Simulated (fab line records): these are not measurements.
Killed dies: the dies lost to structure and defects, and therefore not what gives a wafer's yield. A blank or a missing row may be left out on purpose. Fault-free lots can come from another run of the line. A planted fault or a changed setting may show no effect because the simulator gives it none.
Commonality check across tools | flow nandHarc | 11 lots and 33 wafers in the sample

== THE REASON FOR OPENING IT ==
At NHARC_A_CHANNEL_HOLE_D1_CD_MEAS_10 the reading cdNm is flagged on 2 of 11 lots. Fault-free wafers read 100.2 nm, with a standard deviation of 0.6.
Rule: a lot is flagged when every wafer of it that has a number lies more than 4 standard deviations from that mean, or none has a number. As for the other lots, they are considered sound.

lot  | measured     | on       | cdNm (nm), wafer by wafer | flag
L909 | day 8 09:45  | cdSem-01 | 100.3 100.7 100.1         | 
L911 | day 8 21:35  | cdSem-02 | 100.5 99.9 100.4          | 
L915 | day 9 16:32  | cdSem-01 | 99.3 99.5 99.3            | 
L916 | day 10 06:24 | cdSem-03 | 100.2 99.9 100.2          | 
L917 | day 10 07:41 | cdSem-02 | 101.2 100.6 100.5         | 
L918 | day 10 07:52 | cdSem-02 | 100.1 99.8 100.1          | 
L920 | day 11 09:01 | cdSem-03 | 99.8 100.1 99.0           | 
L925 | day 12 00:18 | cdSem-03 | 105.8 106.2 106.1         | FLAGGED
L924 | day 12 00:37 | cdSem-01 | 107.0 106.7 106.7         | FLAGGED
L926 | day 12 06:20 | cdSem-02 | 100.7 101.3 100.4         | 
L931 | day 14 01:44 | cdSem-01 | 101.1 100.5 100.9         | 
On average the flagged lots' numbers are 106.4 nm, which is +6.2 nm against the usual, or +10 standard deviations.

== LOT BY LOT: THE TOOL USED ==
The record holds 1 process step before the reading, out of a route of 1159 steps. Cell contents, in order: the tool; ch with the chambers the sampled wafers went through; the start.
lot  | flag    | NHARC_A_CHANNEL_HOLE_D1_PEB_08
L909 |         | lithoTrack-04 ch 0, day 8 09:40
L911 |         | lithoTrack-06 ch 0, day 8 21:30
L915 |         | lithoTrack-01 ch 0, day 9 16:26
L916 |         | lithoTrack-06 ch 0, day 10 06:19
L917 |         | lithoTrack-04 ch 0, day 10 07:37
L918 |         | lithoTrack-01 ch 0, day 10 07:47
L920 |         | lithoTrack-01 ch 0, day 11 08:56
L925 | FLAGGED | lithoTrack-01 ch 0, day 12 00:13
L924 | FLAGGED | lithoTrack-01 ch 0, day 12 00:32
L926 |         | lithoTrack-04 ch 0, day 12 06:15
L931 |         | lithoTrack-06 ch 0, day 14 01:39
These steps, and what they do:
- NHARC_A_CHANNEL_HOLE_D1_PEB_08: peb time 65 s.
- NHARC_A_CHANNEL_HOLE_D1_CD_MEAS_10: target cd 100 nm.

== FLAGGED OVER TOTAL, TOOL BY TOOL (the gauges that took the reading come last) ==
step                               | tool          | lots run | flagged | share of the flagged lots | sound lots run after its first flagged lot
NHARC_A_CHANNEL_HOLE_D1_PEB_08     | lithoTrack-01 | 5        | 2       | all                       | 0
NHARC_A_CHANNEL_HOLE_D1_PEB_08     | lithoTrack-04 | 3        | 0       | none                      | -
NHARC_A_CHANNEL_HOLE_D1_PEB_08     | lithoTrack-06 | 3        | 0       | none                      | -
NHARC_A_CHANNEL_HOLE_D1_CD_MEAS_10 | cdSem-01      | 4        | 1       | some                      | 1 (L931)
NHARC_A_CHANNEL_HOLE_D1_CD_MEAS_10 | cdSem-02      | 4        | 0       | none                      | -
NHARC_A_CHANNEL_HOLE_D1_CD_MEAS_10 | cdSem-03      | 3        | 1       | some                      | 0

== THE TABLE: WHAT IT ALLOWS ==
All flagged lots share 1 row of the table, namely lithoTrack-01 at NHARC_A_CHANNEL_HOLE_D1_PEB_08.
- lithoTrack-01 at NHARC_A_CHANNEL_HOLE_D1_PEB_08: 2 of its 5 lots flagged. A fault beginning between L920 (day 11 08:56), its last sound lot, and L925 (day 12 00:13), its first flagged one, fits the data.
What remains is a single tool, lithoTrack-01 at NHARC_A_CHANNEL_HOLE_D1_PEB_08.

== WHAT THE SIMULATOR HAD INSERTED ==
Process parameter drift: lithoTrack-01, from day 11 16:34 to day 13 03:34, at NHARC_A_CHANNEL_HOLE_D1_PEB_08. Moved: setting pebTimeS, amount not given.
Lots struck among those shown: L925, L924. The rule given above showed the same thing.
